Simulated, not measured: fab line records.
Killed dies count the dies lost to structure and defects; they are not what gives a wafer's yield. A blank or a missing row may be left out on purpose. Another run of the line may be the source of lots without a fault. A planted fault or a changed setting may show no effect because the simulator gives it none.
fab line records + flow nandHarc
[record]
- lots = 7
- wafers = 19
- lastDay = 33
route steps=1302 shown P_GATE@136
lots that met no fault: from a run of the same line without faults
startH: hours from the record's first day to the start of the lot's first wafer shown + waitH: hours since the lot's step before + " repeats the value in the row above + L1.1+2: a row that stands for several wafers + - no value present, or no start provided + * or withheld: withheld + < > ~ a bound
route shown NAME@n: NAME is a module with steps in the file, n the number in the route of the first one + usual: mean and standard deviation over wafers with no fault + same: alike in all rows + chamber/n: place in a boat + sites: the reading at each site + _std_site: their standard deviation + _edge_site: mean of outer sites minus mean of inner sites + radiusMm: for every site, how far away it sits from the centre of the wafer + mask NAME#n: copy n + behind: tool/chamber where the wafer was last shaped + hold: cause of the lot's hold/its duration in hours/its outcome + device: which transistor (n, p or np) failed to switch + end of line: at the end of the route, the tests of the same wafers + where a step has no rows: the recipe by itself + killed: the dies lost at the first sort to structure and to defects; this is not the yield of the wafer + map: the dies of a wafer, with x for killed, . for not killed, _ for no die there
set.NAME: the run value of the setting; set.NAME@STEP: its run value at that earlier step + model.NAME: the simulator's own value behind a step, which no gauge read
lots at selected steps of the route; one table per step, one row per wafer
services: from which hour (startH, from the record's first day; less than 0 if before it) a tool's chamber was out of use, for how many hours, and why
[[steps]]
[step NHARC_P_GATE_SOFTBAKE_21]
[recipe]
- tempC = 105
- timeS = 55
[step NHARC_P_GATE_EBR_22]
[step NHARC_P_GATE_EXPOSE_23]
[recipe]
- na = 1.35
- targetCdNm = 120
- doseMj = 93.91
- maskId = P_GATE
[step NHARC_P_GATE_PEB_24]
[recipe]
- pebTempC = 100
- pebTimeS = 65
[step NHARC_P_GATE_DEVELOP_25]
[recipe]
- developTimeS = 35
- devTempC = 23
[step NHARC_P_GATE_CD_MEAS_26]
[recipe]
- targetCdNm = 120
- landingEnergyEv = 500
[usual]
- cdNm = 119.9/0.55
| lot.wafer | tool     | chamber | startH | waitH | cdNm  |
|-----------|----------|---------|--------|-------|-------|
| L621.2    | cdSem-01 | 0       | 164.07 | -     | 119.7 |
| L621.4    | "        | 0       | "      | "     | 119.4 |
| L621.6    | "        | 0       | "      | "     | 119.4 |
| L623.1    | cdSem-01 | 0       | 183.61 | -     | 119.8 |
| L623.3    | "        | 0       | "      | "     | 120.1 |
| L623.6    | "        | 0       | "      | "     | 119.8 |
| L632.2    | cdSem-01 | 0       | 282.64 | -     | 121.1 |
| L632.5    | "        | 0       | "      | "     | 120.8 |
| L634.3    | cdSem-01 | 0       | 305.69 | -     | 118.4 |
| L634.6    | "        | 0       | "      | "     | 118.7 |
| L636.1    | cdSem-01 | 0       | 311.57 | -     | 120.0 |
| L636.3    | "        | 0       | "      | "     | 120.1 |
| L636.6    | "        | 0       | "      | "     | 120.0 |
| L635.1    | cdSem-01 | 0       | 312.14 | -     | 120.7 |
| L635.3    | "        | 0       | "      | "     | 120.4 |
| L635.6    | "        | 0       | "      | "     | 120.4 |
| L637.2    | cdSem-03 | 0       | 324.07 | -     | 120.0 |
| L637.3    | "        | 0       | "      | "     | 119.4 |
| L637.4    | "        | 0       | "      | "     | 120.0 |
[step NHARC_P_GATE_OVL_MEAS_27]
[usual]
- overlayXNm = -0.2/0.75
- overlayYNm = 0.1/0.66
| lot.wafer | tool       | chamber | startH | waitH | overlayXNm | overlayYNm |
|-----------|------------|---------|--------|-------|------------|------------|
| L621.2    | overlay-01 | -       | 164.16 | -     | 0.1        | 0.3        |
| L621.4    | "          | -       | "      | "     | -0.2       | -0.1       |
| L621.6    | "          | -       | "      | "     | -0.7       | 0.4        |
| L623.1    | overlay-02 | -       | 183.69 | -     | -1.2       | -0.7       |
| L623.3    | "          | -       | "      | "     | -1.0       | -0.7       |
| L623.6    | "          | -       | "      | "     | -0.9       | -0.9       |
| L632.2    | overlay-01 | -       | 282.73 | -     | 0.5        | 0.1        |
| L632.5    | "          | -       | "      | "     | 0.2        | 0.3        |
| L634.3    | overlay-02 | -       | 305.77 | -     | -0.9       | 0.0        |
| L634.6    | "          | -       | "      | "     | -0.8       | -0.2       |
| L636.1    | overlay-02 | -       | 311.66 | -     | -0.8       | -0.3       |
| L636.3    | "          | -       | "      | "     | -0.6       | -0.1       |
| L636.6    | "          | -       | "      | "     | -0.5       | 0.1        |
| L635.1    | overlay-02 | -       | 312.23 | -     | 0.0        | 0.6        |
| L635.3    | "          | -       | "      | "     | 0.1        | 0.3        |
| L635.6    | "          | -       | "      | "     | 0.1        | 0.4        |
| L637.2    | overlay-02 | -       | 324.16 | -     | 1.2        | 1.6        |
| L637.3    | "          | -       | "      | "     | 1.1        | 0.8        |
| L637.4    | "          | -       | "      | "     | 1.1        | 1.1        |
[step NHARC_P_GATE_INSPECT_28]
[usual]
- rawDefectCount = 6/3.1
| lot.wafer | tool             | chamber | startH | waitH | rawDefectCount |
|-----------|------------------|---------|--------|-------|----------------|
| L621.2    | defectInspect-02 | -       | 164.19 | 0.0   | 6              |
| L621.4    | "                | -       | "      | "     | 12             |
| L621.6    | "                | -       | "      | "     | 3              |
| L623.1    | defectInspect-02 | -       | 183.73 | 0.0   | 1              |
| L623.3    | "                | -       | "      | "     | 8              |
| L623.6    | "                | -       | "      | "     | 6              |
| L632.2    | defectInspect-01 | -       | 282.77 | 0.0   | 6              |
| L632.5    | "                | -       | "      | "     | 4              |
| L634.3    | defectInspect-02 | -       | 305.81 | 0.0   | 2              |
| L634.6    | "                | -       | "      | "     | 6              |
| L636.1    | defectInspect-02 | -       | 311.70 | 0.0   | 7              |
| L636.3    | "                | -       | "      | "     | 4              |
| L636.6    | "                | -       | "      | "     | 4              |
| L635.1    | defectInspect-02 | -       | 312.27 | 0.0   | 8              |
| L635.3    | "                | -       | "      | "     | 7              |
| L635.6    | "                | -       | "      | "     | 10             |
| L637.2    | defectInspect-02 | -       | 324.20 | 0.0   | 10             |
| L637.3    | "                | -       | "      | "     | 7              |
| L637.4    | "                | -       | "      | "     | 9              |
[step NHARC_P_GATE_DESCUM_31]
[recipe]
- timeS = 3
- o2FlowSccm = 200
- arFlowSccm = 0
- biasPowerW = 0
- chemistry = O2
[usual]
- chamberPressureMTorr = 60.00/0.05
- drypumpMotorCurrentA = 5.7/0.43
- oesProductAu = 1.000/0.0073
- rfVppV = 57.8/0.84
- showerheadPlenumPTorr = 1.90/0.065
- throttleValvePct = 11.311/0.0088
| lot.wafer | tool       | chamber | startH | waitH | chamberPressureMTorr | drypumpMotorCurrentA | oesProductAu | rfHoursCounterH | rfVppV | showerheadPlenumPTorr | throttleValvePct |
|-----------|------------|---------|--------|-------|----------------------|----------------------|--------------|-----------------|--------|-----------------------|------------------|
| L621.4    | rieDiel-09 | 2       | 164.25 | 0.1   | 60.06                | 5.2                  | 0.996        | 0.6             | 57.7   | 1.92                  | 11.310           |
| L621.2    | "          | 0       | "      | "     | 60.00                | 5.0                  | 1.014        | 0.3             | 57.6   | 1.97                  | 11.324           |
| L621.6    | "          | 3       | "      | "     | 60.07                | 5.8                  | 1.007        | -               | 58.4   | 1.91                  | 11.313           |
| L623.3    | rieDiel-02 | 2       | 183.79 | 0.1   | 60.09                | 5.3                  | 0.992        | 8.8             | 56.3   | 1.80                  | 11.314           |
| L623.1    | "          | 0       | "      | "     | 60.02                | 5.6                  | 0.992        | 7.8             | 57.6   | 1.98                  | 11.322           |
| L623.6    | "          | 2       | "      | "     | 60.07                | 5.3                  | 0.985        | -               | 59.0   | 1.80                  | 11.316           |
| L632.2    | rieDiel-09 | 2       | 282.83 | 0.1   | 60.06                | 5.2                  | 0.974        | 9.5             | 58.1   | 1.92                  | 11.303           |
| L632.5    | "          | 2       | "      | "     | 60.03                | 5.2                  | 0.994        | -               | 57.7   | 1.92                  | 11.324           |
| L634.3    | rieDiel-09 | 3       | 305.87 | 0.1   | 60.00                | 5.8                  | 1.005        | 8.7             | 58.2   | 1.90                  | 11.317           |
| L634.6    | "          | 0       | "      | "     | 60.01                | 5.0                  | 1.003        | -               | 57.5   | 1.96                  | 11.303           |
| L636.3    | rieDiel-13 | 3       | 311.77 | 0.1   | 60.03                | 6.3                  | 0.999        | 8.6             | 57.7   | 1.93                  | 11.329           |
| L636.1    | "          | 0       | "      | "     | 59.96                | 5.8                  | 0.996        | 8.5             | 57.9   | 1.85                  | 11.306           |
| L636.6    | "          | 2       | "      | "     | 59.96                | 6.1                  | 0.997        | -               | 57.6   | 1.83                  | 11.324           |
| L635.1    | rieDiel-09 | 2       | 312.34 | 0.1   | 59.97                | 5.2                  | 0.992        | 10.2            | 59.7   | 1.92                  | 11.336           |
| L635.3    | "          | 3       | "      | "     | 60.02                | 5.8                  | 0.995        | 8.8             | 56.5   | 1.90                  | 11.302           |
| L635.6    | "          | 2       | "      | "     | 59.93                | 5.2                  | 0.989        | -               | 56.2   | 1.92                  | 11.314           |
| L637.2    | rieDiel-02 | 0       | 324.26 | 0.1   | 59.97                | 5.6                  | 1.012        | 5.0             | 58.6   | 1.98                  | 11.304           |
| L637.3    | "          | 2       | "      | "     | 60.03                | 5.2                  | 1.001        | 3.0             | 57.0   | 1.80                  | 11.307           |
| L637.4    | "          | 3       | "      | "     | 60.05                | 5.8                  | 1.003        | 4.3             | 57.8   | 1.96                  | 11.325           |
[step NHARC_P_GATE_ETCH_104]
[recipe]
- targetDepthA = 600
- timeS = withheld
- cf4FlowSccm = 100
- chf3FlowSccm = 30
- arFlowSccm = 0
- rfW = 500
- biasW = 200
- chemistry = CF4/CHF3
[usual]
- biasW = 200.0/0.55
- chamberPressureMTorr = 24.999/0.024
- drypumpMotorCurrentA = 5.7/0.43
- oesProductAu = 0.947/0.022
- rfVppV = 370.5/1.9
- showerheadPlenumPTorr = 1.57/0.051
- throttleValvePct = 16.803/0.0091
| lot.wafer | tool       | chamber | startH | waitH | biasW | chamberPressureMTorr | drypumpMotorCurrentA | oesProductAu | rfVppV | showerheadPlenumPTorr | throttleValvePct |
|-----------|------------|---------|--------|-------|-------|----------------------|----------------------|--------------|--------|-----------------------|------------------|
| L621.2    | rieDiel-09 | 0       | 164.34 | 0.1   | 200.0 | 24.986               | 5.0                  | 0.987        | 371.5  | 1.62                  | 16.804           |
| L621.4    | "          | 2       | "      | "     | 200.7 | 25.010               | 5.2                  | 0.961        | 370.9  | 1.58                  | 16.808           |
| L621.6    | "          | 0       | "      | "     | 199.4 | 25.018               | 5.0                  | 0.985        | 373.2  | 1.62                  | 16.820           |
| L623.1    | rieDiel-02 | 2       | 183.90 | 0.1   | 199.6 | 24.990               | 5.3                  | 0.918        | 367.9  | 1.48                  | 16.794           |
| L623.3    | "          | 3       | "      | "     | 200.3 | 24.970               | 5.8                  | 0.923        | 371.7  | 1.61                  | 16.798           |
| L623.6    | "          | 3       | "      | "     | 199.4 | 25.027               | 5.8                  | 0.924        | 372.2  | 1.61                  | 16.814           |
| L632.2    | rieDiel-09 | 2       | 282.92 | 0.1   | 200.9 | 25.008               | 5.1                  | 0.920        | 370.5  | 1.58                  | 16.811           |
| L632.5    | "          | 3       | "      | "     | 201.0 | 24.994               | 5.8                  | 0.928        | 369.2  | 1.57                  | 16.799           |
| L634.3    | rieDiel-09 | 0       | 305.97 | 0.1   | 199.6 | 25.006               | 5.0                  | 0.954        | 371.4  | 1.61                  | 16.797           |
| L634.6    | "          | 2       | "      | "     | 199.1 | 25.023               | 5.1                  | 0.965        | 371.7  | 1.57                  | 16.808           |
| L636.3    | rieDiel-13 | 1       | 311.84 | 0.1   | 199.9 | 25.000               | 4.8                  | 0.972        | 369.4  | 1.51                  | 16.800           |
| L636.1    | "          | 3       | "      | "     | 199.9 | 24.973               | 6.2                  | 0.976        | 370.4  | 1.59                  | 16.807           |
| L636.6    | "          | 2       | "      | "     | 199.7 | 24.995               | 6.2                  | 0.923        | 369.1  | 1.51                  | 16.802           |
| L635.1    | rieDiel-09 | 3       | 312.43 | 0.1   | 199.4 | 25.029               | 5.8                  | 0.953        | 371.0  | 1.57                  | 16.806           |
| L635.3    | "          | 2       | "      | "     | 200.5 | 25.067               | 5.2                  | 0.949        | 370.2  | 1.57                  | 16.795           |
| L635.6    | "          | 1       | "      | "     | 200.6 | 24.976               | 6.2                  | 0.954        | 370.2  | 1.60                  | 16.819           |
| L637.3    | rieDiel-02 | 1       | 324.35 | 0.1   | 200.1 | 25.001               | 5.9                  | 0.941        | 367.9  | 1.48                  | 16.802           |
| L637.2    | "          | 2       | "      | "     | 200.9 | 25.019               | 5.3                  | 0.942        | 367.8  | 1.48                  | 16.805           |
| L637.4    | "          | 3       | "      | "     | 199.4 | 24.992               | 5.8                  | 0.933        | 372.0  | 1.61                  | 16.798           |
[step NHARC_P_GATE_HM_OPEN_105]
[recipe]
- targetDepthA = 3600
- o2FlowSccm = 400
- cosFlowSccm = 20
- arFlowSccm = 0
- rfW = 500
- biasW = 300
- chemistry = O2/COS
[usual]
- biasW = 300.1/0.89
- chamberPressureMTorr = 19.999/0.02
- drypumpMotorCurrentA = 5.7/0.44
- oesProductAu = 1.000/0.0072
- rfVppV = 466.8/2.3
- showerheadPlenumPTorr = 3.10/0.1
- throttleValvePct = 28.330/0.01
| lot.wafer | tool       | chamber | startH | waitH | biasW | chamberPressureMTorr | drypumpMotorCurrentA | oesProductAu | rfHoursCounterH | rfVppV | showerheadPlenumPTorr | throttleValvePct |
|-----------|------------|---------|--------|-------|-------|----------------------|----------------------|--------------|-----------------|--------|-----------------------|------------------|
| L621.2    | rieDiel-09 | 1       | -      | -     | 300.3 | 19.943               | 6.2                  | 0.991        | 0.6             | 468.5  | 3.17                  | 28.343           |
| L621.4    | "          | 2       | "      | "     | 300.7 | 19.987               | 5.1                  | 0.993        | 0.7             | 466.8  | 3.13                  | 28.341           |
| L621.6    | "          | 2       | "      | "     | 300.3 | 19.993               | 5.1                  | 0.989        | -               | 468.1  | 3.13                  | 28.312           |
| L623.1    | rieDiel-02 | 2       | -      | -     | 300.3 | 19.999               | 5.3                  | 1.003        | 8.8             | 463.5  | 2.94                  | 28.338           |
| L623.3    | "          | 0       | "      | "     | 299.4 | 19.990               | 5.6                  | 1.002        | 7.8             | 470.0  | 3.23                  | 28.341           |
| L623.6    | "          | 3       | "      | "     | 299.1 | 19.991               | 5.8                  | 1.001        | -               | 469.5  | 3.20                  | 28.334           |
| L632.2    | rieDiel-09 | 0       | -      | -     | 302.0 | 20.004               | 5.0                  | 1.008        | 7.0             | 469.5  | 3.20                  | 28.333           |
| L632.5    | "          | 3       | "      | "     | 299.0 | 20.007               | 5.9                  | 0.986        | -               | 467.6  | 3.11                  | 28.316           |
| L634.3    | rieDiel-09 | 0       | -      | -     | 299.0 | 20.015               | 5.0                  | 1.011        | 7.5             | 467.5  | 3.20                  | 28.318           |
| L634.6    | "          | 1       | "      | "     | 299.7 | 19.995               | 6.2                  | 1.004        | -               | 467.8  | 3.17                  | 28.338           |
| L636.3    | rieDiel-13 | 2       | -      | -     | 298.7 | 20.025               | 6.1                  | 0.999        | 8.4             | 463.3  | 2.99                  | 28.338           |
| L636.1    | "          | 0       | "      | "     | 299.7 | 19.992               | 5.8                  | 0.996        | 8.5             | 465.2  | 3.03                  | 28.323           |
| L636.6    | "          | 2       | "      | "     | 298.5 | 20.026               | 6.2                  | 1.004        | -               | 464.7  | 2.99                  | 28.334           |
| L635.1    | rieDiel-09 | 3       | -      | -     | 300.5 | 19.990               | 5.8                  | 0.994        | 8.8             | 465.9  | 3.11                  | 28.327           |
| L635.3    | "          | 2       | "      | "     | 300.5 | 19.984               | 5.2                  | 0.983        | 10.3            | 467.1  | 3.12                  | 28.334           |
| L635.6    | "          | 1       | "      | "     | 301.0 | 20.033               | 6.2                  | 1.006        | -               | 468.7  | 3.17                  | 28.336           |
| L637.3    | rieDiel-02 | 0       | -      | -     | 300.6 | 19.986               | 5.6                  | 1.011        | 5.0             | 468.9  | 3.23                  | 28.348           |
| L637.2    | "          | 2       | "      | "     | 300.1 | 19.967               | 5.3                  | 0.998        | 3.1             | 464.5  | 2.94                  | 28.339           |
| L637.4    | "          | 3       | "      | "     | 297.9 | 19.998               | 5.8                  | 1.000        | 4.3             | 468.9  | 3.19                  | 28.317           |
[step NHARC_P_GATE_STRIP_106]
[recipe]
- o2FlowSccm = 400
- cosFlowSccm = 20
- arFlowSccm = 0
- biasW = 0
- chemistry = O2/COS
[step NHARC_P_GATE_ETCH_114]
[recipe]
- targetDepthA = 300
- overetchA = 30
- timeS = 16.5
- ionEnergyEv = 100
- cf4FlowSccm = 80
- o2FlowSccm = 20
- arFlowSccm = 0
- rfW = 300
- biasW = 100
- chemistry = CF4/O2
[usual]
- biasW = 100.03/0.3
- chamberPressureMTorr = 30.00/0.03
- drypumpMotorCurrentA = 5.7/0.44
- oes_ar_750_au = 1.000/0.0042
- oesProductAu = 0.999/0.008
- rfVppV = 197.7/1.3
- runLengthS = 37.7/0.38
- showerheadPlenumPTorr = 1.33/0.045
- throttleValvePct = 13.397/0.0097
| lot.wafer | tool       | chamber | startH | waitH | biasW  | chamberPressureMTorr | drypumpMotorCurrentA | oes_ar_750_au | oesProductAu | rfHoursCounterH | rfVppV | runLengthS | showerheadPlenumPTorr | throttleValvePct |
|-----------|------------|---------|--------|-------|--------|----------------------|----------------------|---------------|--------------|-----------------|--------|------------|-----------------------|------------------|
| L621.4    | rieDiel-09 | 2       | 164    | -     | 100.16 | 30.01                | 5.2                  | 0.993         | 1.000        | 0.7             | 196.5  | 37.9       | 1.34                  | 13.395           |
| L621.2    | "          | 3       | "      | "     | 100.16 | 29.98                | 5.9                  | 0.999         | 1.005        | 0.4             | 197.0  | 37.5       | 1.33                  | 13.386           |
| L621.6    | "          | 1       | "      | "     | 99.61  | 29.99                | 6.2                  | 1.005         | 1.012        | -               | 198.9  | 37.7       | 1.36                  | 13.399           |
| L623.3    | rieDiel-02 | 3       | 184    | -     | 100.26 | 30.01                | 5.8                  | 0.997         | 0.992        | 8.1             | 200.0  | 37.2       | 1.37                  | 13.417           |
| L623.1    | "          | 0       | "      | "     | 100.05 | 29.98                | 5.6                  | 1.003         | 1.008        | 7.8             | 198.2  | 37.8       | 1.38                  | 13.404           |
| L623.6    | "          | 2       | "      | "     | 100.26 | 30.01                | 5.3                  | 1.002         | 0.988        | -               | 194.1  | 38.0       | 1.26                  | 13.414           |
| L632.2    | rieDiel-09 | 2       | 283    | -     | 100.00 | 29.99                | 5.2                  | 1.000         | 0.995        | 9.6             | 197.2  | 37.9       | 1.34                  | 13.395           |
| L632.5    | "          | 3       | "      | "     | -      | 29.96                | 5.9                  | 1.001         | 0.995        | -               | 196.8  | 35.5       | 1.33                  | 13.401           |
| L634.3    | rieDiel-09 | 0       | 306    | -     | -      | 29.95                | 5.0                  | 1.001         | 1.010        | 7.5             | 199.1  | 35.9       | 1.37                  | 13.388           |
| L634.6    | "          | 2       | "      | "     | 99.98  | 30.04                | 5.1                  | 1.000         | 0.994        | -               | 197.0  | 37.6       | 1.34                  | 13.408           |
| L636.3    | rieDiel-13 | 3       | 312    | -     | 99.96  | 29.99                | 6.3                  | 1.000         | 0.995        | 8.7             | 197.0  | 37.4       | 1.35                  | 13.408           |
| L636.1    | "          | 1       | "      | "     | 99.90  | 30.05                | 4.8                  | 0.994         | 0.992        | 7.6             | 198.0  | 37.5       | 1.28                  | 13.414           |
| L636.6    | "          | 3       | "      | "     | 100.10 | 29.96                | 6.3                  | 1.007         | 1.004        | -               | 197.9  | 37.3       | 1.35                  | 13.402           |
| L635.1    | rieDiel-09 | 1       | 312    | -     | 99.73  | 30.05                | 6.2                  | 1.002         | 1.007        | 9.1             | 197.7  | 37.9       | 1.36                  | 13.399           |
| L635.3    | "          | 3       | "      | "     | -      | 30.04                | 5.8                  | 0.999         | 1.001        | 8.9             | 198.4  | 35.8       | 1.33                  | 13.394           |
| L635.6    | "          | 2       | "      | "     | 99.96  | 30.00                | 5.1                  | 1.009         | 0.989        | -               | 199.3  | 37.8       | 1.34                  | 13.392           |
| L637.2    | rieDiel-02 | 3       | 324    | -     | 100.51 | 29.96                | 5.8                  | 1.000         | 0.996        | 4.3             | 200.2  | 37.8       | 1.37                  | 13.404           |
| L637.4    | "          | 0       | "      | "     | 99.83  | 30.04                | 5.6                  | 0.998         | 1.014        | 5.0             | 199.3  | 38.0       | 1.38                  | 13.393           |
| L637.3    | "          | 2       | "      | "     | 100.03 | 30.03                | 5.3                  | 0.998         | 0.996        | 3.1             | 196.7  | 38.7       | 1.25                  | 13.402           |
[step NHARC_P_GATE_ETCH_32]
[recipe]
- targetDepthA = 1500
- overEtchFrac = 1
- overEtchIonEnergyEv = 40
- timeS = 100.1
- hbrFlowSccm = 150
- cl2FlowSccm = 50
- rfW = 400
- icpW = 400
- biasW = 100
- chemistry = HBr/Cl2
[usual]
- biasW = 100.0/0.32
- chamberPressureMTorr = 15.000/0.015
- drypumpMotorCurrentA = 5.7/0.49
- hbrFlowSccm = 150.0/0.44
- oesProductAu = 0.999/0.0081
- throttleValvePct = 26.407/0.0092
| lot.wafer | tool     | chamber | startH | waitH | biasW | chamberPressureMTorr | drypumpMotorCurrentA | hbrFlowSccm | oesProductAu | rfHoursCounterH | throttleValvePct |
|-----------|----------|---------|--------|-------|-------|----------------------|----------------------|-------------|--------------|-----------------|------------------|
| L621.2    | rieSi-05 | 2       | 164.72 | -     | 100.5 | 15.009               | 5.2                  | 150.4       | 0.996        | 0.2             | 26.393           |
| L621.4    | "        | 1       | "      | "     | 100.6 | 14.997               | 5.5                  | 149.7       | 0.989        | 0.2             | 26.397           |
| L621.6    | "        | 3       | "      | "     | 100.1 | 14.987               | 4.9                  | 150.0       | 0.996        | -               | 26.398           |
| L623.1    | rieSi-03 | 2       | 184.32 | -     | 100.1 | 15.020               | 5.3                  | 149.5       | 1.005        | 0.7             | 26.418           |
| L623.3    | "        | 1       | "      | "     | 100.0 | 14.991               | 6.2                  | 150.1       | 0.988        | 0.8             | 26.404           |
| L623.6    | "        | 3       | "      | "     | 99.8  | 15.009               | 6.1                  | 149.4       | 1.007        | -               | 26.401           |
| L632.2    | rieSi-05 | 1       | 283.33 | -     | 100.2 | 14.982               | 5.4                  | 149.1       | 0.985        | 0.8             | 26.401           |
| L632.5    | "        | 3       | "      | "     | 99.8  | 15.007               | 4.9                  | 149.7       | 0.996        | -               | 26.421           |
| L634.3    | rieSi-02 | 0       | 306.36 | -     | 99.5  | 14.977               | 5.6                  | 150.1       | 0.995        | 0.1             | 26.407           |
| L634.6    | "        | 3       | "      | "     | 99.3  | 14.979               | 5.7                  | 150.3       | 1.000        | -               | 26.417           |
| L636.3    | rieSi-03 | 1       | 312.22 | -     | 100.2 | 15.021               | 6.2                  | 149.7       | 0.988        | 0.5             | 26.422           |
| L636.1    | "        | 0       | "      | "     | 99.9  | 15.014               | 5.7                  | 149.7       | 1.004        | 0.4             | 26.419           |
| L636.6    | "        | 2       | "      | "     | 100.1 | 14.997               | 5.3                  | 150.0       | 0.999        | -               | 26.421           |
| L635.3    | rieSi-03 | 3       | 312.85 | -     | 99.4  | 14.985               | 6.1                  | 150.1       | 0.996        | 0.6             | 26.403           |
| L635.1    | "        | 2       | "      | "     | 100.0 | 14.973               | 5.3                  | 150.3       | 0.998        | 0.7             | 26.397           |
| L635.6    | "        | 3       | "      | "     | 99.4  | 14.988               | 6.1                  | 150.5       | 1.003        | -               | 26.407           |
| L637.4    | rieSi-02 | 0       | 324.72 | -     | 99.7  | 14.990               | 5.5                  | 148.7       | 0.997        | 0.2             | 26.413           |
| L637.2    | "        | 1       | "      | "     | 100.0 | 15.005               | 6.2                  | 149.7       | 1.002        | 0.2             | 26.421           |
| L637.3    | "        | 2       | "      | "     | 99.5  | 15.000               | 6.6                  | 150.1       | 1.004        | 0.3             | 26.407           |
[[services]]
| tool       | chamber | startH | hours | kind   |
|------------|---------|--------|-------|--------|
| rieDiel-02 | 1       | 141.18 | 7.1   | repair |
| rieDiel-09 | -       | 143.10 | 9.0   | pm     |
| rieDiel-02 | 1       | 156.02 | 16.4  | repair |
| rieSi-05   | 2       | 161.72 | 2.2   | repair |
| rieDiel-13 | -       | 165.00 | 9.0   | pm     |
| rieDiel-02 | 3       | 171.10 | 1.5   | repair |
| rieDiel-02 | 1       | 182.21 | 2.4   | repair |
| rieSi-03   | -       | 198.58 | 0.7   | repair |
| rieDiel-09 | -       | 210.56 | 2.0   | repair |
| rieDiel-02 | -       | 216.70 | 9.0   | pm     |
| rieSi-03   | -       | 221.00 | 9.0   | pm     |
| rieDiel-09 | -       | 228.74 | 0.5   | repair |
| rieDiel-13 | 1       | 242.72 | 8.6   | repair |
| rieDiel-13 | 3       | 262.99 | 15.8  | repair |
| rieDiel-02 | 3       | 274.27 | 21.3  | repair |
| rieDiel-02 | 2       | 287.09 | 22.8  | repair |
| rieDiel-13 | 3       | 292.77 | 2.9   | repair |
| rieSi-03   | 3       | 293.28 | 1.0   | repair |
| rieDiel-13 | 2       | 295.12 | 15.4  | repair |
| rieDiel-13 | 0       | 295.13 | 13.1  | repair |
| rieDiel-09 | 0       | 306.56 | 7.1   | repair |
| rieDiel-13 | 1       | 314.96 | 4.5   | repair |
| rieDiel-09 | 0       | 316.54 | 3.2   | repair |
| rieDiel-09 | -       | 320.10 | 9.0   | pm     |
[[key]]
[firstSign]
- step = NHARC_P_GATE_ETCH_114
- reading = runLengthS
- direction = down
- sigmas = 5.1
- usual = *
- struck = *
effect none on later readings
metAt NHARC_P_GATE_ETCH_114
struckWafers L632.5,L634.3,L635.3
laterRowsLeftOut L634.3
sortLeftOut L632.5,L634.3,L635.3
testerLeftOut L632,L634,L635
onsetBetween 164 283
[fault]
- kind = processParameterDrift
- tool = rieDiel-09
- chamber = -
- onsetH = 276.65
- steps = NHARC_P_GATE_ETCH_114
- channel = timeS
- offset = *
- shape = step
- endH = 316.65
- scope = struckWafersOnly
- actsIn = *
- stated = *
// testerLeftOut: of these lots the tester's yield and bins aren't shown, on N5 and GAA mostly nor the transistor test; their killed dies are dies lost to structure and defects alone, not to doping, threshold or leakage, so they don't give the yield
// sortLeftOut: the simulated sort isn't trusted on such a fault, so these wafers' sort isn't shown, and their yield isn't known
// laterRowsLeftOut: the simulator's readings of these wafers behind a module that went badly wrong aren't trusted and aren't shown, but for the sort
